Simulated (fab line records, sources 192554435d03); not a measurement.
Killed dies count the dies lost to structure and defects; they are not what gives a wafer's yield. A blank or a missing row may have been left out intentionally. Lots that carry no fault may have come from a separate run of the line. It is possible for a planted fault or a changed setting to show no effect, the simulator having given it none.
fab line records + flow n5-finfet
record
- lots=7
- wafers=39
route steps=1938 shown BEOL_M11@1539 BEOL_M12@1637 BEOL_M15@1820
start-h: start of the lot's first displayed wafer, in hours after the record's first day + wait-h: time in hours since the lot's previous step + " same as the row above + L1.1+2: several wafers, shown together as one row + - no value, or no start given + * or withheld: withheld + < > ~ a bound
route shown NAME@n: NAME is a module with steps in the file, n the number in the route of the first one + usual: mean/standard deviation of fault-free wafers + same: alike in all rows + chamber/n: place in a boat + sites: the reading at each site + _std_site: the standard deviation of these + _edge_site: mean of outer sites minus mean of inner sites + radius-mm: how far each site lies from the wafer's centre + mask NAME#n: copy n + behind: the tool/chamber that last shaped the wafer + hold: what put the lot on hold/how long, in hours/how the hold closed + device: whichever transistor did not switch (one of n, p or np) + end of line: at the end of the route, the tests of the same wafers + a step with no rows: only its recipe + killed: count of dies lost to structure and defects at first sort (not the wafer's yield) + map: the dies of a wafer, with x for killed, . for not killed, _ for no die there
set.NAME: the run value of the setting; set.NAME@STEP: its run value at that earlier step + model.NAME: the simulator's own value behind a step, which no gauge read
lots whose settings were changed on purpose; a table a step, a row a wafer
## steps
# step N5_BEOL_M11_PECVD_70
# recipe
- material=SiO2
- target-thk-a=200
- temp-c=400
- precursor=TEOS/O2
- pressure-torr=5.5
- rf-w=450
- teos-flow-sccm=53.8
- gas=O2
- flow-sccm=3000
- time-s=22.7
| lot.wafer  | tool     | chamber | start-h | wait-h | set.time-s | model.SiO2_of_BEOL_M11_PECVD_70.thk-nm |
|------------|----------|---------|---------|--------|------------|----------------------------------------|
| L074.1     | pecvd-02 | 2       | 222.70  | 0.0    | 22.7       | 19.6                                   |
| L074.2     | "        | 1       | "       | "      | 13.3       | 12.2                                   |
| L074.3     | "        | 0       | "       | "      | 22.7       | 19.2                                   |
| L074.4     | "        | 2       | "       | "      | 22.7       | 20                                     |
| L074.5     | "        | 0       | "       | "      | 13.3       | 11.4                                   |
| L074.6     | "        | 1       | "       | "      | 13.3       | 12                                     |
| L083.1+2+3 | pecvd-01 | 1,2,0   | 273.53  | 0.0    | 22.7       | 19.8                                   |
| L083.4+6   | "        | 2,1     | "       | "      | 22.7       | 20.4                                   |
| L083.5     | "        | 0       | "       | "      | 22.7       | 20                                     |
| L082.1     | pecvd-01 | 0       | 275.22  | 0.0    | 22.7       | 19.4                                   |
| L082.2+5   | "        | 2,0     | "       | "      | 32.15      | 27.6                                   |
| L082.3     | "        | 1       | "       | "      | 22.7       | 19.6                                   |
| L082.4     | "        | 1       | "       | "      | 32.15      | 28                                     |
| L082.6     | "        | 2       | "       | "      | 22.7       | 20                                     |
| L085.1+6   | pecvd-01 | 0,1     | 294.37  | 0.0    | 22.7       | 20                                     |
| L085.3     | "        | 2       | "       | "      | 22.7       | 19.8                                   |
| L089.1     | pecvd-01 | 1       | 320.32  | 0.0    | 14.56      | 12.8                                   |
| L089.2     | "        | 0       | "       | "      | 22.7       | 19.6                                   |
| L089.3     | "        | 2       | "       | "      | 22.7       | 19.8                                   |
| L089.4+6   | "        | 1,0     | "       | "      | 14.56      | 13.2                                   |
| L089.5     | "        | 2       | "       | "      | 22.7       | 20                                     |
| L093.1+3   | pecvd-01 | 1,2     | 332.92  | 0.0    | 9.615      | 9                                      |
| L093.2     | "        | 0       | "       | "      | 22.7       | 20                                     |
| L093.4     | "        | 2       | "       | "      | 9.615      | 9.2                                    |
| L093.5     | "        | 0       | "       | "      | 22.7       | 20.2                                   |
| L093.6     | "        | 1       | "       | "      | 22.7       | 20.6                                   |
| L094.1     | pecvd-04 | 1       | 374.37  | 0.0    | 35.61      | 31.2                                   |
| L094.2+3   | "        | 2,0     | "       | "      | 35.61      | 31                                     |
| L094.4+6   | "        | 0,2     | "       | "      | 22.7       | 20.4                                   |
| L094.5     | "        | 1       | "       | "      | 22.7       | 20.6                                   |
# step N5_BEOL_M11_HM_DEP_02
# recipe
- material=TiN
- target-thk-a=200
- temp-c=25
- chamber-pressure-pa=0.49996
# step N5_BEOL_M11_COAT_59
# recipe
- resist=SOC
- temp-c=250
- time-s=60
- spin-rpm=1500
- resist-thk-nm=100
# step N5_BEOL_M11_ECD_50
# recipe
- material=Cu
- target-thk-a=3180
# step N5_BEOL_M11_ANNEAL_51
# recipe
- temp-c=225
- time-s=90
- ambient=N2
# step N5_BEOL_M11_CMP_52
# recipe
- stop-on=SiCOH_lowk
- t-overpolish-s=7
- down-force-psi=1
- platen-rpm=50
- clearing-platen-down-force-psi=1.5
- clearing-platen-rpm=50
- post-cmp-clean=cu-alkaline
- target-thk-nm=140
- clearing-platen-pad-velocity-m-s=0.99484
- pad-velocity-m-s=0.99484
# usual
- barrier-field-endpoint-s=29.2/0.8
| lot.wafer | tool   | chamber | start-h | wait-h | set.time-s@BEOL_M11_PECVD_70 | barrier-field-endpoint-s |
|-----------|--------|---------|---------|--------|------------------------------|--------------------------|
| L074.1    | cmp-04 | 2       | 230.29  | 0.3    | 22.7                         | 28.8                     |
| L074.3    | "      | 3       | "       | "      | 22.7                         | 29.0                     |
| L074.4    | "      | 0       | "       | "      | 22.7                         | 28.7                     |
| L074.2    | "      | 1       | "       | "      | 13.3                         | 19.5                     |
| L074.5    | "      | 2       | "       | "      | 13.3                         | 18.4                     |
| L074.6    | "      | 3       | "       | "      | 13.3                         | 20.1                     |
| L083.1    | cmp-04 | 0       | 279.12  | 0.3    | 22.7                         | 28.5                     |
| L083.3    | "      | 1       | "       | "      | 22.7                         | 28.0                     |
| L083.2    | "      | 2       | "       | "      | 22.7                         | 28.7                     |
| L083.4    | "      | 3       | "       | "      | 22.7                         | 30.0                     |
| L083.6    | "      | 0       | "       | "      | 22.7                         | 28.6                     |
| L083.5    | "      | 1       | "       | "      | 22.7                         | 28.3                     |
| L082.3    | cmp-03 | 1       | 283.10  | 0.2    | 22.7                         | 29.0                     |
| L082.2    | "      | 2       | "       | "      | 32.15                        | 37.7                     |
| L082.4    | "      | 3       | "       | "      | 32.15                        | 39.5                     |
| L082.1    | "      | 0       | "       | "      | 22.7                         | 28.7                     |
| L082.6    | "      | 1       | "       | "      | 22.7                         | 28.8                     |
| L082.5    | "      | 2       | "       | "      | 32.15                        | 37.4                     |
| L085.1    | cmp-03 | 2       | 302.11  | 0.3    | 22.7                         | 28.5                     |
| L085.3    | "      | 0       | "       | "      | 22.7                         | 30.5                     |
| L085.6    | "      | 1       | "       | "      | 22.7                         | 29.9                     |
| L089.3    | cmp-03 | 1       | 331.91  | 0.2    | 22.7                         | 28.8                     |
| L089.4    | "      | 2       | "       | "      | 14.56                        | 20.9                     |
| L089.1    | "      | 3       | "       | "      | 14.56                        | 21.3                     |
| L089.2    | "      | 0       | "       | "      | 22.7                         | 29.2                     |
| L089.6    | "      | 1       | "       | "      | 14.56                        | 21.4                     |
| L089.5    | "      | 2       | "       | "      | 22.7                         | 29.2                     |
| L093.4    | cmp-03 | 1       | 344.01  | 0.1    | 9.615                        | 16.2                     |
| L093.3    | "      | 2       | "       | "      | 9.615                        | 15.6                     |
| L093.1    | "      | 3       | "       | "      | 9.615                        | 15.4                     |
| L093.2    | "      | 0       | "       | "      | 22.7                         | 29.7                     |
| L093.6    | "      | 1       | "       | "      | 22.7                         | 29.2                     |
| L093.5    | "      | 2       | "       | "      | 22.7                         | 28.8                     |
| L094.4    | cmp-02 | 1       | 381.93  | 0.1    | 22.7                         | 29.1                     |
| L094.1    | "      | 2       | "       | "      | 35.61                        | 42.5                     |
| L094.3    | "      | 3       | "       | "      | 35.61                        | 41.0                     |
| L094.2    | "      | 0       | "       | "      | 35.61                        | 42.2                     |
| L094.6    | "      | 1       | "       | "      | 22.7                         | 29.1                     |
| L094.5    | "      | 2       | "       | "      | 22.7                         | 29.6                     |
# step N5_BEOL_M12_ETCH_68
# recipe
- chemistry=N2/H2
- target=SOC
- mask-material=SiARC
- source-w=3000
- bias-w=350
- temp-c=40
- time-s=285
- ion-energy-ev=200
- pressure-mtorr=30
- n2-flow-sccm=200
- h2-flow-sccm=200
| lot.wafer  | tool        | chamber | start-h | wait-h | set.time-s | model.SiARC_of_BEOL_M12_COAT_66.thk-nm |
|------------|-------------|---------|---------|--------|------------|----------------------------------------|
| L074.1     | rie-diel-03 | 0       | 232.39  | 0.1    | 285        | 86.4                                   |
| L074.2+3+4 | "           | 3,1,3   | "       | "      | 285        | 85.8                                   |
| L074.5     | "           | 0       | "       | "      | 285        | 86                                     |
| L074.6     | "           | 1       | "       | "      | 285        | 85.6                                   |
| L083.1     | rie-diel-03 | 3       | 281.49  | 0.1    | 285        | 85.6                                   |
| L083.2     | "           | 1       | "       | "      | 360.5      | 79.6                                   |
| L083.3+6   | "           | 0,2     | "       | "      | 360.5      | 79.2                                   |
| L083.4     | "           | 2       | "       | "      | 285        | 85.8                                   |
| L083.5     | "           | 1       | "       | "      | 285        | 86.4                                   |
| L082.1+3   | rie-diel-05 | 2,0     | 285.32  | 0.1    | 285        | 85.4                                   |
| L082.2     | "           | 1       | "       | "      | 285        | 85.6                                   |
| L082.4     | "           | 2       | "       | "      | 446.3      | 72.2                                   |
| L082.5+6   | "           | 0,1     | "       | "      | 446.3      | 71.8                                   |
| L085.1+3   | rie-diel-05 | 0,2     | 304.34  | 0.1    | 285        | 85.6                                   |
| L085.6     | "           | 2       | "       | "      | 285        | 86                                     |
| L089.1     | rie-diel-04 | 0       | 334.14  | 0.1    | 373.7      | 76.8                                   |
| L089.2+4   | "           | 1,3     | "       | "      | 285        | 84.6                                   |
| L089.3     | "           | 2       | "       | "      | 285        | 85.8                                   |
| L089.5     | "           | 2       | "       | "      | 373.7      | 77.8                                   |
| L089.6     | "           | 3       | "       | "      | 373.7      | 77.4                                   |
| L093.1+2   | rie-diel-05 | 1,3     | 346.44  | 0.1    | 285        | 85.4                                   |
| L093.3     | "           | 2       | "       | "      | 285        | 85.8                                   |
| L093.4+6   | "           | 0       | "       | "      | 285        | 86                                     |
| L093.5     | "           | 3       | "       | "      | 285        | 85.2                                   |
| L094.1+5   | rie-diel-05 | 0       | 384.44  | 0.1    | 365.9      | 79.2                                   |
| L094.2     | "           | 3       | "       | "      | 285        | 85.4                                   |
| L094.3     | "           | 1       | "       | "      | 285        | 85.6                                   |
| L094.4     | "           | 2       | "       | "      | 365.9      | 78.6                                   |
| L094.6     | "           | 3       | "       | "      | 285        | 85.2                                   |
# step N5_BEOL_M15_SPUTTER_44
# recipe
- material=Ta
- target-thk-a=150
- temp-c=50
- bias-v=80
- power-w=15000
- chamber-pressure-pa=0.07
- time-s=24.19
| lot.wafer  | tool           | chamber | start-h | wait-h | set.target-thk-a | model.Ta_of_BEOL_M15_SPUTTER_44.thk-nm |
|------------|----------------|---------|---------|--------|------------------|----------------------------------------|
| L074.1+5+6 | pvd-sputter-01 | -       | 248.97  | 0.0    | 150              | 15.2                                   |
| L074.2+4   | "              | -       | "       | "      | 75.26            | 7.8                                    |
| L074.3     | "              | -       | "       | "      | 75.26            | 7.6                                    |
| L083.1     | pvd-sputter-02 | -       | 302.82  | 0.0    | 213.8            | 21.4                                   |
| L083.2     | "              | -       | "       | "      | 213.8            | 21.2                                   |
| L083.3     | "              | -       | "       | "      | 150              | 15.2                                   |
| L083.4     | "              | -       | "       | "      | 150              | 14.8                                   |
| L083.5     | "              | -       | "       | "      | 213.8            | 21                                     |
| L083.6     | "              | -       | "       | "      | 150              | 15.4                                   |
| L082.1+2   | pvd-sputter-02 | -       | 309.32  | 0.0    | 150              | 14.8                                   |
| L082.3     | "              | -       | "       | "      | 150              | 15.4                                   |
| L082.4+5   | "              | -       | "       | "      | 150              | 15                                     |
| L082.6     | "              | -       | "       | "      | 150              | 15.2                                   |
| L085.1+6   | pvd-sputter-02 | -       | 329.81  | 0.0    | 150              | 15                                     |
| L085.3     | "              | -       | "       | "      | 150              | 15.2                                   |
| L089.1     | pvd-sputter-03 | -       | 357.21  | 0.0    | 150              | 15.4                                   |
| L089.2+5   | "              | -       | "       | "      | 150              | 15.2                                   |
| L089.3+6   | "              | -       | "       | "      | 84.07            | 8.6                                    |
| L089.4     | "              | -       | "       | "      | 84.07            | 8.8                                    |
| L093.1+5   | pvd-sputter-01 | -       | 368.25  | 0.0    | 108.2            | 10.8                                   |
| L093.2     | "              | -       | "       | "      | 150              | 15                                     |
| L093.3+6   | "              | -       | "       | "      | 150              | 15.2                                   |
| L093.4     | "              | -       | "       | "      | 108.2            | 11                                     |
| L094.1+3+6 | pvd-sputter-01 | -       | 405.27  | 0.0    | 150              | 15                                     |
| L094.2     | "              | -       | "       | "      | 174.6            | 17.6                                   |
| L094.4     | "              | -       | "       | "      | 174.6            | 17.2                                   |
| L094.5     | "              | -       | "       | "      | 174.6            | 17.4                                   |
# step N5_BEOL_M15_SPUTTER_45
# recipe
- material=Cu
- target-thk-a=1000
- temp-c=-20
- bias-v=60
- power-w=26000
- chamber-pressure-pa=0.13
- time-s=16.67
# step N5_BEOL_M15_ECD_47
# recipe
- material=Cu
- target-thk-a=18600
# step N5_BEOL_M15_ANNEAL_48
# recipe
- temp-c=225
- time-s=90
- ambient=N2
# step N5_BEOL_M15_CMP_49
# recipe
- stop-on=SiO2
- t-overpolish-s=4.9
- down-force-psi=2
- platen-rpm=80
- clearing-platen-down-force-psi=2
- clearing-platen-rpm=80
- post-cmp-clean=cu-alkaline
- target-thk-nm=850
- clearing-platen-pad-velocity-m-s=1.5917
- pad-velocity-m-s=1.5917
# usual
- barrier-field-endpoint-s=11.35/0.28
| lot.wafer | tool   | chamber | start-h | wait-h | set.target-thk-a@BEOL_M15_SPUTTER_44 | barrier-field-endpoint-s |
|-----------|--------|---------|---------|--------|--------------------------------------|--------------------------|
| L074.3    | cmp-03 | 1       | 250.60  | 0.2    | 75.26                                | 8.75                     |
| L074.4    | "      | 2       | "       | "      | 75.26                                | 8.52                     |
| L074.2    | "      | 3       | "       | "      | 75.26                                | 8.61                     |
| L074.1    | "      | 0       | "       | "      | 150                                  | 11.60                    |
| L074.6    | "      | 1       | "       | "      | 150                                  | 11.55                    |
| L074.5    | "      | 2       | "       | "      | 150                                  | 11.11                    |
| L083.1    | cmp-03 | 0       | 304.49  | 0.4    | 213.8                                | 14.11                    |
| L083.2    | "      | 1       | "       | "      | 213.8                                | 13.65                    |
| L083.4    | "      | 2       | "       | "      | 150                                  | 11.07                    |
| L083.3    | "      | 3       | "       | "      | 150                                  | 11.70                    |
| L083.5    | "      | 0       | "       | "      | 213.8                                | 14.02                    |
| L083.6    | "      | 1       | "       | "      | 150                                  | 11.54                    |
| L082.1    | cmp-02 | 3       | 310.06  | 0.3    | 150                                  | 11.43                    |
| L082.4    | "      | 0       | "       | "      | 150                                  | 11.38                    |
| L082.3    | "      | 1       | "       | "      | 150                                  | 11.41                    |
| L082.2    | "      | 2       | "       | "      | 150                                  | 11.23                    |
| L082.5    | "      | 3       | "       | "      | 150                                  | 11.39                    |
| L082.6    | "      | 0       | "       | "      | 150                                  | 11.40                    |
| L085.1    | cmp-02 | 0       | 330.58  | 0.3    | 150                                  | 11.21                    |
| L085.3    | "      | 1       | "       | "      | 150                                  | 11.20                    |
| L085.6    | "      | 0       | "       | "      | 150                                  | 11.26                    |
| L089.4    | cmp-02 | 2       | 359.01  | 0.1    | 84.07                                | 9.02                     |
| L089.2    | "      | 3       | "       | "      | 150                                  | 11.24                    |
| L089.1    | "      | 0       | "       | "      | 150                                  | 11.43                    |
| L089.3    | "      | 1       | "       | "      | 84.07                                | 8.89                     |
| L089.5    | "      | 2       | "       | "      | 150                                  | 11.39                    |
| L089.6    | "      | 3       | "       | "      | 84.07                                | 8.93                     |
| L093.1    | cmp-02 | 1       | 368.98  | 0.3    | 108.2                                | 9.64                     |
| L093.2    | "      | 2       | "       | "      | 150                                  | 10.94                    |
| L093.4    | "      | 3       | "       | "      | 108.2                                | 9.37                     |
| L093.3    | "      | 0       | "       | "      | 150                                  | 11.04                    |
| L093.5    | "      | 1       | "       | "      | 108.2                                | 9.67                     |
| L093.6    | "      | 2       | "       | "      | 150                                  | 11.39                    |
| L094.3    | cmp-04 | 1       | 406.18  | 0.2    | 150                                  | 11.08                    |
| L094.2    | "      | 2       | "       | "      | 174.6                                | 12.28                    |
| L094.4    | "      | 3       | "       | "      | 174.6                                | 12.47                    |
| L094.1    | "      | 0       | "       | "      | 150                                  | 11.09                    |
| L094.6    | "      | 1       | "       | "      | 150                                  | 10.94                    |
| L094.5    | "      | 2       | "       | "      | 174.6                                | 12.19                    |
## key
split
- step=N5_BEOL_M11_PECVD_70
- setting=time-s
- stated=22.7
- by=wafer
response
- step=N5_BEOL_M11_PECVD_70
- reading=model.SiO2_of_BEOL_M11_PECVD_70.thk-nm
- change=+0.19
- per=1%
- r=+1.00
response
- step=N5_BEOL_M11_CMP_52
- reading=barrier-field-endpoint-s
- change=+0.227
- per=1%
- r=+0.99
split
- step=N5_BEOL_M12_ETCH_68
- setting=time-s
- stated=285
- by=wafer
response
- step=N5_BEOL_M12_ETCH_68
- reading=model.SiARC_of_BEOL_M12_COAT_66.thk-nm
- change=-0.24
- per=1%
- r=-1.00
split
- step=N5_BEOL_M15_SPUTTER_44
- setting=target-thk-a
- stated=150
- by=wafer
response
- step=N5_BEOL_M15_SPUTTER_44
- reading=model.Ta_of_BEOL_M15_SPUTTER_44.thk-nm
- change=+0.148
- per=1%
- r=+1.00
response
- step=N5_BEOL_M15_CMP_49
- reading=barrier-field-endpoint-s
- change=+0.0572
- per=1%
- r=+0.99
